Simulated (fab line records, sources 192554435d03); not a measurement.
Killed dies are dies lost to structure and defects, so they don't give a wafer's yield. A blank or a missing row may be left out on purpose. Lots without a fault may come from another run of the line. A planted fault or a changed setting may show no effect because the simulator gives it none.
fab line records | flow n5_finfet
record lots=7 wafers=21
route steps=1938 shown ILD0@343 SDB@373 DUMMY_REMOVAL@377 GATE_CUT@510 MOL_CONTACT_COAG@518 BEOL_M0_SAQP@633 BEOL_M1@751
start_h: hours from the record's first day to the start of the lot's first wafer shown | wait_h: hours since the lot's step before | " the same as in the row above | L1.1+2: a row that stands for several wafers | - no value, or no start given | * or withheld: withheld | < > ~ a bound
route shown NAME@n: a module of which the file shows steps, and the number in the route of the first | usual: mean/standard deviation of fault-free wafers | same: alike in all rows | chamber/n: place in a boat | sites: the reading at each site | _std_site: their standard deviation | _edge_site: outer sites' mean less inner sites' | radius_mm: how far each site lies from the wafer's centre | mask NAME#n: copy n | behind: the tool/chamber that last shaped the wafer | hold: why the lot was held/for how many hours/how that ended | device: the transistor (n, p or np) that didn't switch | end of line: the same wafers' tests at the end of the route | a step without rows: its recipe alone | killed: dies lost to structure and defects at the first sort, not the wafer's yield | map: a wafer's dies, x killed, . not, _ none there
set.NAME: the setting as run; set.NAME@STEP: as run at that earlier step | model.NAME: the simulator's own value behind a step, which no gauge read
lots whose settings were changed on purpose; a table a step, a row a wafer
## steps
# step N5_ILD0_ALD_15
# recipe material=SiNx target_thk_a=240 temp_c=400 ald_precursor_family=SiH2I2 ald_co_reactant=N2/H2-plasma pulse_time_s=1 ald_cycles=480 purge_time_s=2 co_reactant_purge_time_s=2 pressure_torr=2
# columns lot.wafer tool chamber start_h wait_h set.ald_cycles model.SiNx_of_ILD0_ALD_15.thk_nm
L078.2 ald_sin-04 2 88.58 0.6 480 23.8
L078.3+5 " 1,2 " " 480 24
L085.1 ald_sin-04 2 130.40 0.7 480 24.2
L085.4 " 0 131.49 1.5 480 24
L085.5 " 1 " " 540 27
L086.1 ald_sin-02 0 135.66 0.6 480 24
L086.5+6 " 3,0 136.74 1.2 433 21.6
L092.1+4 ald_sin-04 1,2 172.78 0.6 480 24.2
L092.6 " 2 173.87 1.1 433 21.8
L093.2+4 ald_sin-03 0,1 175.33 0.5 480 24
L093.6 " 1 176.41 1.1 480 23.8
L094.2+3+6 ald_sin-03 3,2,0 185.96 0.6 480 24
L096.1+3 ald_sin-02 0,2 195.91 0.6 480 24
L096.2 " 3 " " 480 23.8
# step N5_SDB_ALD_29
# recipe material=SiNx target_thk_a=300 temp_c=400 ald_precursor_family=SiH2I2 ald_co_reactant=N2/H2-plasma pulse_time_s=1 ald_cycles=600 purge_time_s=2 co_reactant_purge_time_s=2 pressure_torr=2
# columns lot.wafer tool chamber start_h wait_h set.ald_cycles model.SiNx_of_SDB_ALD_29.thk_nm
L078.2 ald_sin-02 3 92.50 0.0 600 30
L078.3+5 " 0,2 " " 600 29.8
L085.1+4 ald_sin-03 1,3 135.94 0.0 600 30
L085.5 " 1 137.29 1.4 600 29.8
L086.1+5 ald_sin-03 0 139.90 0.0 600 30
L086.6 " 1 141.25 1.4 600 29.8
L092.1 ald_sin-01 2 176.60 0.0 519 25.8
L092.4 " 0 177.95 1.4 600 30.2
L092.6 " 2 " " 519 26
L093.2 ald_sin-01 0 179.47 0.1 600 30
L093.4 " 0 180.82 1.5 646 32.2
L093.6 " 2 " " 600 29.8
L094.2+6 ald_sin-02 3,0 191.34 1.6 600 30
L094.3 " 2 " " 600 30.2
L096.1+3 ald_sin-01 0,3 199.92 0.0 600 30
L096.2 " 2 " " 600 29.8
# step N5_SDB_CMP_30
# recipe stop_on=poly-Si t_overpolish_s=1.54 post_cmp_clean=alkaline_brush down_force_psi=4.1491 platen_rpm=51.796 pad_velocity_m_s=1.0306 target_thk_nm=30
# step N5_DUMMY_REMOVAL_HM_STRIP_01
# recipe chemistry=CH3F/O2 material=SiNx target_depth_a=40 stop_on=poly-Si time_s=6.8 over_etch_frac=0.3 ion_energy_ev=60 power_w=410 bias_w=29 Ar_flow_sccm=150 CH3F_flow_sccm=30 O2_flow_sccm=20
# columns lot.wafer tool chamber start_h wait_h set.ald_cycles@SDB_ALD_29 model.SiNx_of_SDB_ALD_29.thk_nm
L078.2+3+5 rie_diel-02 3,0,3 95.59 0.0 600 29.2
L085.1+4 rie_diel-02 3,0 139.18 0.2 600 29.4
L085.5 " 3 " " 600 29.2
L086.1+5 rie_diel-04 1,2 142.99 0.0 600 29.4
L086.6 " 1 " " 600 29.2
L092.1+6 rie_diel-04 2,3 179.69 0.0 519 25.4
L092.4 " 0 " " 600 29.6
L093.2 rie_diel-01 2 182.56 0.0 600 29.4
L093.4 " 3 " " 646 31.4
L093.6 " 1 " " 600 29
L094.2+3+6 rie_diel-01 0,1,0 194.64 0.2 600 29.4
L096.1+3 rie_diel-02 2,1 203.19 0.2 600 29.4
L096.2 " 0 " " 600 29.2
# step N5_DUMMY_REMOVAL_STRIP_10
# recipe chemistry=N2/H2 time_s=40 power_w=100 temp_c=40 pressure_mtorr=100 rf_frequency_hz=6e+07 bias_power_w=3 n2_flow_sccm=300 h2_flow_sccm=300
# step N5_DUMMY_REMOVAL_PRECLEAN_07
# recipe chemistry=dHF time_s=30 temp_c=25 dilution=withheld
# step N5_DUMMY_REMOVAL_PRECLEAN_08
# recipe chemistry=NF3:NH3 afs_cycles=2 temp_c=30 time_s=20 sublimation_temp_c=180 sublimation_time_s=60 pressure_torr=3 rf_power_w=30
# step N5_DUMMY_REMOVAL_PRECLEAN_04
# recipe chemistry=DHF time_s=37 temp_c=25 dilution=500:1
# columns lot.wafer tool chamber start_h wait_h set.ald_cycles@SDB_ALD_29 model.SiNx_of_SDB_ALD_29.thk_nm
L078.2+3 wet_bench-03 3,2 96.08 0.2 600 29
L078.5 " 7 " " 600 28.8
L085.1+5 wet_bench-02 6,1 139.63 0.2 600 29
L085.4 " 5 " " 600 29.2
L086.1+5 wet_bench-02 7,2 143.43 0.2 600 29.2
L086.6 " 5 " " 600 29
L092.1+6 wet_bench-04 6,2 180.13 0.2 519 25.2
L092.4 " 3 " " 600 29.2
L093.2 wet_bench-03 7 183.01 0.2 600 29.2
L093.4 " 0 " " 646 31.2
L093.6 " 3 " " 600 28.8
L094.2+3+6 wet_bench-02 4,0,3 195.11 0.2 600 29.2
L096.1+3 wet_bench-02 4,5 203.63 0.2 600 29.2
L096.2 " 7 " " 600 29
# step N5_GATE_CUT_ALD_22
# recipe material=SiNx target_thk_a=160 temp_c=400 ald_precursor_family=SiH2I2 ald_co_reactant=N2/H2-plasma pulse_time_s=1 ald_cycles=320 purge_time_s=2 co_reactant_purge_time_s=2 pressure_torr=2
# columns lot.wafer tool chamber start_h wait_h set.ald_cycles model.SiNx_of_GATE_CUT_ALD_22.thk_nm
L078.2+3 ald_sin-04 2,0 110.68 0.0 288 14.4
L078.5 " 1 " " 320 16
L085.1+4+5 ald_sin-03 1,3,2 153.72 0.0 320 16
L086.1+5+6 ald_sin-01 1,0,3 157.75 0.0 320 16
L092.1 ald_sin-04 3 194.30 0.4 307 15.4
L092.4 " 0 " " 307 15.2
L092.6 " 0 " " 320 16
L093.2+6 ald_sin-03 1,0 197.18 0.0 320 16
L093.4 " 0 " " 268 13.4
L094.2+3+6 ald_sin-03 0,2,2 209.53 0.0 320 16
L096.1+2+3 ald_sin-04 3,1,0 218.91 0.0 320 16
# step N5_MOL_CONTACT_COAG_COAT_104
# recipe resist=SiARC temp_c=220 time_s=60 spin_rpm=1500 resist_thk_nm=12
# columns lot.wafer tool chamber start_h wait_h set.spin_rpm model.SiARC_of_MOL_CONTACT_COAG_COAT_104.thk_nm
L078.2+5 litho_track-01 0 - - 1618 11.6
L078.3 " 0 " " 1500 12
L085.1+4+5 litho_track-01 0 - - 1500 12
L086.1 litho_track-05 0 - - 1394 12.4
L086.5+6 " 0 " " 1500 12
L092.1+4+6 litho_track-05 0 - - 1500 12
L093.2 litho_track-05 0 - - 1657 11.4
L093.4+6 " 0 " " 1500 12
L094.2+3 litho_track-05 0 - - 1500 12
L094.6 " 0 " " 1362 12.6
L096.1+2+3 litho_track-03 0 - - 1500 12
# step N5_MOL_CONTACT_COAG_ETCH_105
# recipe chemistry=CF4 target=SiARC target_depth_a=156 mask_material=CAR-EUV time_s=26 ion_energy_ev=80 pressure_mtorr=40 source_w=545 bias_w=36 Ar_flow_sccm=100 cf4_flow_sccm=100 ends=cleared
# usual rf_vpp_V=184.0/1.1
# columns lot.wafer tool chamber start_h wait_h set.bias_w set.spin_rpm@MOL_CONTACT_COAG_COAT_104 rf_vpp_V model.etch.depth_nm model.CAR-EUV_of_MOL_CONTACT_COAG_COAT_02.thk_nm
L078.2 rie_diel-05 1 114.08 0.0 36 1618 183.5 11.51 5.6
L078.3 " 0 " " 36 1500 184.6 11.94 5.2
L078.5 " 1 " " 36 1618 184.4 11.54 5.6
L085.1 rie_diel-06 0 157.70 0.0 42.35 1500 204.7 12.05 5.4
L085.4 " 2 " " 42.35 1500 204.0 11.98 5.2
L085.5 " 3 " " 36 1500 183.0 12.01 5.2
L086.1 rie_diel-05 1 161.04 0.0 36 1394 182.9 12.44 5
L086.5 " 2 " " 36 1500 185.4 11.99 5.4
L086.6 " 1 " " 36 1500 183.8 12.03 5.4
L092.1 rie_diel-06 0 197.43 0.0 36 1500 185.2 12.04 5.6
L092.4 " 1 " " 36 1500 182.9 12.07 5.4
L092.6 " 3 " " 36 1500 184.4 12.04 5.4
L093.2 rie_diel-05 1 200.42 0.0 41.12 1657 199.5 11.41 5.8
L093.4 " 3 " " 36 1500 184.5 12.05 5.6
L093.6 " 3 " " 36 1500 183.4 12.08 5.4
L094.2 rie_diel-05 1 212.53 0.0 31.84 1500 169.4 12.04 5.4
L094.3 " 3 " " 31.84 1500 170.0 12.05 5.6
L094.6 " 3 " " 36 1362 184.6 12.6 5
L096.1 rie_diel-05 1 221.91 0.0 36 1500 183.5 11.98 5.4
L096.2 " 3 " " 36 1500 184.1 12.01 5.6
L096.3 " 2 " " 36 1500 183.3 12 5.4
# step N5_MOL_CONTACT_COAG_CVD_140
# recipe material=W target_thk_a=665 mode=selective_fill temp_c=300 time_s=215
# columns lot.wafer tool chamber start_h wait_h set.target_thk_a model.W_of_MOL_CONTACT_COAG_CVD_140.thk_nm
L078.2 cvd_w-02 1 125.32 0.1 665 66.6
L078.3 " 1 " " 618 62.8
L078.5 " 1 " " 618 61.8
L085.1 cvd_w-02 0 170.26 0.1 665 67
L085.4 " 0 " " 594.8 60
L085.5 " 1 " " 665 66.2
L086.1+5 cvd_w-02 0,1 173.44 0.1 665 66.2
L086.6 " 0 " " 576.3 57.6
L092.1 cvd_w-02 0 212.16 0.1 634.6 63.6
L092.4 " 0 " " 665 66.8
L092.6 " 0 " " 634.6 64
L093.2 cvd_w-02 1 212.83 0.1 665 65.4
L093.4 " 1 " " 665 66.6
L093.6 " 1 " " 665 66.4
L094.2+6 cvd_w-01 1 225.66 0.1 665 67.6
L094.3 " 1 " " 743.9 75.2
L096.1 cvd_w-02 0 234.95 0.1 665 67.2
L096.2 " 1 " " 665 66.2
L096.3 " 0 " " 665 67.4
# step N5_MOL_CONTACT_COAG_PRECLEAN_127
# recipe chemistry=DIW time_s=57.5 temp_c=23
# step N5_MOL_CONTACT_COAG_SRD_128
# recipe dry_time_s=32 dry=n2_spin spin_rpm=1500
# step N5_MOL_CONTACT_COAG_CMP_52
# recipe stop_on=SiO2 t_overpolish_s=1.5 post_cmp_clean=w_dilute_nh4oh down_force_psi=4 platen_rpm=50.289 pad_velocity_m_s=1.0006 target_thk_nm=66.5
# columns lot.wafer tool chamber start_h wait_h set.target_thk_a@MOL_CONTACT_COAG_CVD_140 model.W_of_MOL_CONTACT_COAG_CVD_140.thk_nm
L078.2 cmp-02 1 125.64 0.0 665 66.6
L078.3 " 0 " " 618 62.8
L078.5 " 1 " " 618 61.8
L085.4 cmp-02 3 170.62 0.1 594.8 60
L085.1 " 1 " " 665 67
L085.5 " 3 " " 665 66.2
L086.1+5 cmp-01 2,1 173.83 0.1 665 66.2
L086.6 " 0 " " 576.3 57.6
L092.1 cmp-02 0 212.49 0.0 634.6 63.6
L092.4 " 2 " " 665 66.8
L092.6 " 1 " " 634.6 64
L093.4 cmp-01 3 213.19 0.1 665 66.6
L093.2 " 0 " " 665 65.4
L093.6 " 2 " " 665 66.4
L094.2 cmp-01 2 225.99 0.0 665 64.8
L094.3 " 0 " " 743.9 65.4
L094.6 " 3 " " 665 65.4
L096.2 cmp-04 1 235.31 0.1 665 66.2
L096.3 " 2 " " 665 67.4
L096.1 " 3 " " 665 67.2
# step N5_BEOL_M0_SAQP_ILD_DEP_01
# recipe material=SiOC target_thk_a=454.19 temp_c=350 precursor=DEMS/O2 pressure_torr=5 rf_w=500 time_s=8.7
# columns lot.wafer tool chamber start_h wait_h set.time_s model.SiOC_of_BEOL_M0_SAQP_ILD_DEP_01.thk_nm
L078.2 pecvd-01 2 142.14 0.0 8.022 41
L078.3 " 0 " " 8.022 42.6
L078.5 " 0 " " 8.7 47
L085.1 pecvd-02 2 174.30 0.0 8.197 42.2
L085.4 " 2 " " 8.197 43.2
L085.5 " 0 " " 8.7 45.4
L086.1 pecvd-02 0 177.48 0.0 8.195 42.4
L086.5 " 0 " " 8.7 45.4
L086.6 " 1 " " 8.7 44.4
L092.1 pecvd-01 0 216.19 0.0 8.7 45.8
L092.4 " 1 " " 7.518 40.4
L092.6 " 2 " " 8.7 45
L093.2 pecvd-02 1 219.20 0.0 8.7 44.2
L093.4 " 1 " " 8.7 44.4
L093.6 " 0 " " 8.7 45.2
L094.2 pecvd-02 2 229.69 0.0 9.546 49.2
L094.3 " 1 " " 8.7 45
L094.6 " 1 " " 9.546 50.2
L096.1+2 pecvd-03 2,0 239.00 0.0 8.7 44.8
L096.3 " 1 " " 8.7 45.4
# step N5_BEOL_M0_SAQP_MANDREL_ETCH_20
# recipe target_depth_a=600 chemistry=HBr/Cl2 target=a-Si stop_on=SiNx bt_time_s=10 mask_material=SOC over_etch_frac=0.5 time_s=30 pressure_mtorr=10 icp_w=800 bias_w=75 HBr_flow_sccm=150 Cl2_flow_sccm=80 ends=end_point
# columns lot.wafer tool chamber start_h wait_h set.icp_w model.SOC_of_BEOL_M0_SAQP_COAT_81.thk_nm model.SiNx_of_BEOL_M0_SAQP_PECVD_97.thk_nm
L078.2 rie_si-01 2 143.41 0.0 800 76.4 18.4
L078.3 " 1 " " 910.1 75 17.2
L078.5 " 0 " " 800 76.2 18.4
L085.1 rie_si-02 0 175.85 0.0 800 76 18
L085.4 " 3 " " 800 75.4 18.2
L085.5 " 1 " " 800 76.6 18.2
L086.1 rie_si-06 1 180.54 0.0 800 76.8 18.2
L086.5 " 3 " " 800 76.6 18.4
L086.6 " 0 " " 800 76.2 18.2
L092.1 rie_si-06 3 217.80 0.0 800 76.8 18
L092.4 " 1 " " 927.5 75.2 17.2
L092.6 " 3 " " 927.5 75.2 17
L093.2 rie_si-02 2 222.40 0.0 800 74.8 17.2
L093.4 " 2 " " 800 75 17.8
L093.6 " 0 " " 800 75.8 17.8
L094.2 rie_si-01 1 232.41 0.0 940 74.2 17.4
L094.3 " 2 " " 800 76.4 18.2
L094.6 " 1 " " 800 76.2 18.4
L096.1+2 rie_si-01 0,2 240.10 0.0 800 76.4 18
L096.3 " 3 " " 800 76.4 17.8
# step N5_BEOL_M0_SAQP_STRIP_86
# recipe chemistry=N2/H2 power_w=500 temp_c=40 pressure_mtorr=50 rf_frequency_hz=6e+07 overash_fraction=0.3 bias_power_w=28 h2_frac=0.5 n2_flow_sccm=300 h2_flow_sccm=300
# step N5_BEOL_M0_SAQP_STRIP_115
# recipe chemistry=post_etch_residue_remover time_s=60 temp_c=25 remover_ph=withheld remover_water_wt_pct=withheld remover_fluoride_wt_pct=withheld
# step N5_BEOL_M0_SAQP_SRD_93
# recipe dry=ipa_marangoni time_s=30 temp_c=23 rinse_liquid=diw
# step N5_BEOL_M0_SAQP_RECESS_114
# recipe chemistry=HF/NH3 target=SiO2 target_depth_a=144 afs_cycles=3 temp_c=30 sublimation_temp_c=180 sublimation_time_s=60
# columns lot.wafer tool chamber start_h wait_h set.icp_w@BEOL_M0_SAQP_MANDREL_ETCH_20 model.SiNx_of_BEOL_M0_SAQP_PECVD_97.thk_nm
L078.2+5 vapor_etch-02 1,0 144.20 0.6 800 15.8
L078.3 " 1 " " 910.1 14.8
L085.1 vapor_etch-01 1 176.09 0.0 800 15.4
L085.4+5 " 0 " " 800 15.6
L086.1+6 vapor_etch-02 1,0 180.82 0.0 800 15.6
L086.5 " 1 " " 800 15.8
L092.1 vapor_etch-02 1 218.03 0.0 800 15.4
L092.4 " 0 " " 927.5 14.8
L092.6 " 0 " " 927.5 14.4
L093.2 vapor_etch-01 1 222.63 0.0 800 14.6
L093.4 " 1 " " 800 15.2
L093.6 " 0 " " 800 15.4
L094.2 vapor_etch-02 0 232.64 0.0 940 14.8
L094.3 " 1 " " 800 15.6
L094.6 " 0 " " 800 15.8
L096.1+2 vapor_etch-01 0,1 240.33 0.0 800 15.4
L096.3 " 1 " " 800 15.2
# step N5_BEOL_M0_SAQP_SPACER1_ALD_98
# recipe material=SiO2 target_thk_a=128 temp_c=300 ald_precursor_family=BDEAS ald_co_reactant=O2-plasma pulse_time_s=1 purge_time_s=2 co_reactant_purge_time_s=2 ald_cycles=138 pressure_torr=2
# step N5_BEOL_M0_SAQP_SPACER1_ETCHBACK_99
# recipe chemistry=CHF3/O2 mode=anisotropic_etchback target=SiO2 target_depth_a=154 time_s=7.7 pressure_mtorr=30 source_w=650 bias_w=170 Ar_flow_sccm=200 CHF3_flow_sccm=50 O2_flow_sccm=5 ion_energy_ev=200
# step N5_BEOL_M0_SAQP_RECESS_104
# recipe chemistry=HF/NH3 target=SiO2 target_depth_a=180 afs_cycles=3 temp_c=30 sublimation_temp_c=180 sublimation_time_s=60
# step N5_BEOL_M0_SAQP_COAT_105
# recipe resist=SOC temp_c=250 time_s=60 spin_rpm=1500 resist_thk_nm=100
# step N5_BEOL_M0_SAQP_ETCH_106
# recipe chemistry=N2/H2 target=SOC target_depth_a=1500 stop_on=SiNx ion_energy_ev=100 bias_w=61 pressure_mtorr=30 source_w=850 n2_flow_sccm=200 h2_flow_sccm=200
# columns lot.wafer tool chamber start_h wait_h set.icp_w@BEOL_M0_SAQP_MANDREL_ETCH_20 model.SiNx_of_BEOL_M0_SAQP_PECVD_97.thk_nm
L078.2+5 rie_diel-02 2,1 147.11 - 800 15.4
L078.3 " 0 " " 910.1 14.4
L085.1 rie_diel-02 3 178.20 - 800 15
L085.4+5 " 2,3 " " 800 15.2
L086.1+6 rie_diel-02 3 183.89 - 800 15.2
L086.5 " 0 " " 800 15.4
L092.1 rie_diel-01 2 219.79 - 800 15
L092.4 " 3 " " 927.5 14.2
L092.6 " 3 " " 927.5 14
L093.2 rie_diel-02 0 225.94 - 800 14.2
L093.4 " 2 " " 800 14.8
L093.6 " 3 " " 800 15
L094.2 rie_diel-04 3 234.41 - 940 14.4
L094.3 " 1 " " 800 15.2
L094.6 " 3 " " 800 15.4
L096.1+2 rie_diel-04 2,0 242.32 - 800 15
L096.3 " 3 " " 800 14.8
# step N5_BEOL_M1_ILD_DEP_00
# recipe material=SiOC target_thk_a=790 temp_c=350 precursor=DEMS/O2 pressure_torr=5 rf_w=500 time_s=15.3
# columns lot.wafer tool chamber start_h wait_h set.time_s model.SiOC_of_BEOL_M1_ILD_DEP_00.thk_nm
L078.2 pecvd-03 2 157.02 0.0 16.96 85.4
L078.3 " 1 " " 16.96 86.6
L078.5 " 2 " " 16.96 87
L085.1 pecvd-04 2 189.00 0.0 17.21 90
L085.4 " 2 " " 15.3 80
L085.5 " 1 " " 17.21 90.2
L086.1 pecvd-04 0 190.77 0.0 15.3 79.4
L086.5 " 1 " " 15.3 80.8
L086.6 " 2 " " 15.3 81.2
L092.1 pecvd-02 1 229.26 0.0 15.3 79
L092.4 " 1 " " 15.3 80.2
L092.6 " 2 " " 15.3 79.8
L093.2 pecvd-04 1 236.38 0.0 15.3 79.6
L093.4 " 0 " " 13.8 72.6
L093.6 " 2 " " 15.3 80
L094.2 pecvd-02 1 242.05 0.0 15.3 79.4
L094.3 " 2 " " 13.06 67.8
L094.6 " 2 " " 13.06 69
L096.1 pecvd-04 1 249.35 0.0 15.3 79.8
L096.2 " 0 " " 15.3 79.2
L096.3 " 2 " " 15.3 80.6
# step N5_BEOL_M1_THK_MEAS_01
# recipe reads=SiOC_of_BEOL_M1_ILD_DEP_00
# usual M1_ILD_THK=79.1/1.1
# columns lot.wafer tool chamber start_h wait_h set.time_s@BEOL_M1_ILD_DEP_00 M1_ILD_THK[nm]
L078.2 film_metro-02 - 157.09 0.1 16.96 85.4
L078.3 " - " " 16.96 86.7
L078.5 " - " " 16.96 87.1
L085.1 film_metro-02 - 189.07 0.0 17.21 90.0
L085.4 " - " " 15.3 80.1
L085.5 " - " " 17.21 90.2
L086.1 film_metro-01 - 190.84 0.0 15.3 79.3
L086.5 " - " " 15.3 80.8
L086.6 " - " " 15.3 81.3
L092.1 film_metro-02 - 229.32 0.0 15.3 79.0
L092.4 " - " " 15.3 80.1
L092.6 " - " " 15.3 79.8
L093.2 film_metro-01 - 236.44 0.1 15.3 79.6
L093.4 " - " " 13.8 72.6
L093.6 " - " " 15.3 80.0
L094.2 film_metro-01 - 242.12 0.1 15.3 79.3
L094.3 " - " " 13.06 67.8
L094.6 " - " " 13.06 68.9
L096.1 film_metro-01 - 249.42 0.0 15.3 79.8
L096.2 " - " " 15.3 79.1
L096.3 " - " " 15.3 80.7
## key
split step=N5_ILD0_ALD_15 setting=ald_cycles stated=480 by=wafer
response step=N5_ILD0_ALD_15 reading=model.SiNx_of_ILD0_ALD_15.thk_nm change=+0.239 per=1% r=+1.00
split step=N5_SDB_ALD_29 setting=ald_cycles stated=600 by=wafer
response step=N5_SDB_ALD_29 reading=model.SiNx_of_SDB_ALD_29.thk_nm change=+0.314 per=1% r=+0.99
response step=N5_DUMMY_REMOVAL_HM_STRIP_01 reading=model.SiNx_of_SDB_ALD_29.thk_nm change=+0.305 per=1% r=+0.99
response step=N5_DUMMY_REMOVAL_PRECLEAN_04 reading=model.SiNx_of_SDB_ALD_29.thk_nm change=+0.294 per=1% r=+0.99
split step=N5_GATE_CUT_ALD_22 setting=ald_cycles stated=320 by=wafer
response step=N5_GATE_CUT_ALD_22 reading=model.SiNx_of_GATE_CUT_ALD_22.thk_nm change=+0.161 per=1% r=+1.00
split step=N5_MOL_CONTACT_COAG_COAT_104 setting=spin_rpm stated=1500 by=wafer
response step=N5_MOL_CONTACT_COAG_COAT_104 reading=model.SiARC_of_MOL_CONTACT_COAG_COAT_104.thk_nm change=-0.0581 per=1% r=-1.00
response step=N5_MOL_CONTACT_COAG_ETCH_105 reading=model.etch.depth_nm change=-0.0599 per=1% r=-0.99
response step=N5_MOL_CONTACT_COAG_ETCH_105 reading=model.CAR-EUV_of_MOL_CONTACT_COAG_COAT_02.thk_nm change=+0.0448 per=1% r=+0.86
split step=N5_MOL_CONTACT_COAG_ETCH_105 setting=bias_w stated=36 by=wafer
response step=N5_MOL_CONTACT_COAG_ETCH_105 reading=rf_vpp_V change=+1.19 per=1% r=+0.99
split step=N5_MOL_CONTACT_COAG_CVD_140 setting=target_thk_a stated=665 by=wafer
response step=N5_MOL_CONTACT_COAG_CVD_140 reading=model.W_of_MOL_CONTACT_COAG_CVD_140.thk_nm change=+0.636 per=1% r=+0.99
response step=N5_MOL_CONTACT_COAG_CMP_52 reading=model.W_of_MOL_CONTACT_COAG_CVD_140.thk_nm shape=bent at_lowest=57.6 at_stated=66.31 at_highest=65.4
split step=N5_BEOL_M0_SAQP_ILD_DEP_01 setting=time_s stated=8.7 by=wafer
response step=N5_BEOL_M0_SAQP_ILD_DEP_01 reading=model.SiOC_of_BEOL_M0_SAQP_ILD_DEP_01.thk_nm change=+0.453 per=1% r=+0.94
split step=N5_BEOL_M0_SAQP_MANDREL_ETCH_20 setting=icp_w stated=800 by=wafer
response step=N5_BEOL_M0_SAQP_MANDREL_ETCH_20 reading=model.SOC_of_BEOL_M0_SAQP_COAT_81.thk_nm change=-0.107 per=1% r=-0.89
response step=N5_BEOL_M0_SAQP_MANDREL_ETCH_20 reading=model.SiNx_of_BEOL_M0_SAQP_PECVD_97.thk_nm change=-0.0622 per=1% r=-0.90
response step=N5_BEOL_M0_SAQP_RECESS_114 reading=model.SiNx_of_BEOL_M0_SAQP_PECVD_97.thk_nm change=-0.0564 per=1% r=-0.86
response step=N5_BEOL_M0_SAQP_ETCH_106 reading=model.SiNx_of_BEOL_M0_SAQP_PECVD_97.thk_nm change=-0.0585 per=1% r=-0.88
split step=N5_BEOL_M1_ILD_DEP_00 setting=time_s stated=15.3 by=wafer
response step=N5_BEOL_M1_ILD_DEP_00 reading=model.SiOC_of_BEOL_M1_ILD_DEP_00.thk_nm change=+0.767 per=1% r=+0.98
response step=N5_BEOL_M1_THK_MEAS_01 reading=M1_ILD_THK change=+0.762 per=1% r=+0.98
